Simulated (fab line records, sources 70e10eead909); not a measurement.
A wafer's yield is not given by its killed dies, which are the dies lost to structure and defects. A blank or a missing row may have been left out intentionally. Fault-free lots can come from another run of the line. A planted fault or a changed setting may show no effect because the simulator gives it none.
Which of the tools did it? | flow nand harc | 15 lots, 45 wafers sampled, at 4 steps of a route of 1159

WHAT EACH GAUGE READ, for each wafer
NHARC_END_SORT_01.
lot  | measured     | on        | killed at array | killed at other | killed at periphery | killed dies | killed open | killed short
L182 | day 20 17:37 | prober-02 | 22 101 23       | 0 0 1           | 3 3 4               | 25 104 28   | 1 4 2       | 3 1 2
L184 | day 21 00:20 | prober-01 | 19 85 21        | 1 1 0           | 1 5 4               | 21 91 25    | 3 7 4       | 0 0 1
L183 | day 21 02:35 | prober-02 | 40 106 37       | 4 0 1           | 0 0 2               | 44 106 40   | 3 3 0       | 2 2 4

WHAT TOOL EACH LOT RAN ON (gives the tool, then ch and the chambers of the sampled wafers, and finally the start)
lot  | NHARC_A_CONTACT_STRIP_107          | NHARC_THIN_TSV_CMP_01         | NHARC_THIN_TSV_DEGAS_49
L177 | rie diel-11 ch 1,2,3, day 17 04:36 | cmp-01 ch 0,1,3, day 19 01:12 | pvd sputter-01, day 19 05:22
L176 | rie diel-06 ch 2,3, day 17 04:56   | cmp-02 ch 2,3, day 19 02:25   | pvd sputter-02, day 19 06:40
L178 | rie diel-11 ch 1,3, day 17 07:05   | cmp-01 ch 1,2,3, day 19 03:37 | pvd sputter-03, day 19 07:51
L181 | rie diel-11 ch 0,1,3, day 17 18:06 | cmp-03 ch 0,1,2, day 19 04:54 | pvd sputter-01, day 19 08:51
L180 | rie diel-11 ch 0,1,3, day 17 23:38 | cmp-01 ch 0,1, day 19 09:14   | pvd sputter-03, day 19 13:22
L179 | rie diel-11 ch 1,2,3, day 18 03:05 | cmp-01 ch 1,3, day 19 10:37   | pvd sputter-02, day 19 14:44
L182 | rie diel-11 ch 0,1, day 18 14:04   | cmp-01 ch 1,2,3, day 19 20:25 | pvd sputter-03, day 20 00:49
L184 | rie diel-11 ch 1,2, day 18 15:15   | cmp-02 ch 1,2, day 19 21:38   | pvd sputter-01, day 20 02:41
L183 | rie diel-11 ch 0,1,2, day 18 22:17 | cmp-03 ch 0,2,3, day 20 09:47 | pvd sputter-01, day 20 13:54
L192 | rie diel-05 ch 0,2, day 21 01:17   | cmp-01 ch 0,1,3, day 22 17:19 | pvd sputter-02, day 22 21:18
L196 | rie diel-11 ch 0,1, day 21 12:32   | cmp-01 ch 0,1,3, day 23 06:00 | pvd sputter-02, day 23 10:20
L195 | rie diel-06 ch 0,3, day 21 15:29   | cmp-03 ch 0,1, day 23 04:49   | pvd sputter-02, day 23 09:20
L194 | rie diel-11 ch 1,2,3, day 22 01:37 | cmp-02 ch 0,2,3, day 23 10:53 | pvd sputter-02, day 23 15:58
L197 | rie diel-05 ch 0,2,3, day 22 07:05 | cmp-02 ch 2,3, day 23 22:59   | pvd sputter-02, day 24 03:11
L199 | rie diel-11 ch 0,1,2, day 22 20:22 | cmp-03 ch 0,3, day 24 06:01   | pvd sputter-01, day 24 09:59
- NHARC_A_CONTACT_STRIP_107: strips in N2/H2.
- NHARC_THIN_TSV_CMP_01: polishes.
- NHARC_THIN_TSV_DEGAS_49: time 120 s.

AS READ BY THE TOOLS THEMSELVES (means over the sampled wafers that have a number; for cases with no such wafer, the mark the record gives instead)
NHARC_THIN_TSV_CMP_01.
lot  | tool   | motor current A (A) | slurry flow ml min
L177 | cmp-01 | 12.7                | 150.3
L176 | cmp-02 | 12.6                | 149.6
L178 | cmp-01 | 12.2                | 150.4
L181 | cmp-03 | 12.6                | 150.0
L180 | cmp-01 | 13.2                | 150.5
L179 | cmp-01 | 12.5                | 150.4
L182 | cmp-01 | 12.0                | 149.5
L184 | cmp-02 | 11.6                | 149.9
L183 | cmp-03 | 13.3                | 150.2
L192 | cmp-01 | 12.7                | 149.5
L196 | cmp-01 | 12.3                | 150.0
L195 | cmp-03 | 11.5                | 149.3
L194 | cmp-02 | 13.1                | 149.8
L197 | cmp-02 | 13.1                | 150.0
L199 | cmp-03 | 13.2                | 149.6

NHARC_THIN_TSV_DEGAS_49.
lot  | tool           | heater power w (W)
L177 | pvd sputter-01 | 479
L176 | pvd sputter-02 | 434
L178 | pvd sputter-03 | 468
L181 | pvd sputter-01 | 461
L180 | pvd sputter-03 | 448
L179 | pvd sputter-02 | 453
L182 | pvd sputter-03 | 465
L184 | pvd sputter-01 | 497
L183 | pvd sputter-01 | 485
L192 | pvd sputter-02 | 422
L196 | pvd sputter-02 | 430
L195 | pvd sputter-02 | 429
L194 | pvd sputter-02 | 436
L197 | pvd sputter-02 | 427
L199 | pvd sputter-01 | 472

THE ANSWER, worked out from the rows above alone
Rule: the usual values come from the lots themselves. The widest of any qualifying gaps counts: lots, ordered by their means at a reading, are off when they make up no more than a third of the lots, leave a main group of 4 or more, and stand apart from it by 3 or more times the standard deviation of that group's means. The tables above print the reading to a certain number of digits; a main group whose means all agree to those digits is not used. A lot without any number at a reading at which 4 lots or more have one is off too. Any other lot the step has rows for is counted as sound. First the gauges in route order, then the tools' own readings, where a lot's mean is used as printed above. At the first step where some lot is off, the reading lying furthest off is the one used; lots without a number count as furthest.
None of the lots is off at any reading shown; this tells nothing.

WHAT THE SIMULATOR PUT IN
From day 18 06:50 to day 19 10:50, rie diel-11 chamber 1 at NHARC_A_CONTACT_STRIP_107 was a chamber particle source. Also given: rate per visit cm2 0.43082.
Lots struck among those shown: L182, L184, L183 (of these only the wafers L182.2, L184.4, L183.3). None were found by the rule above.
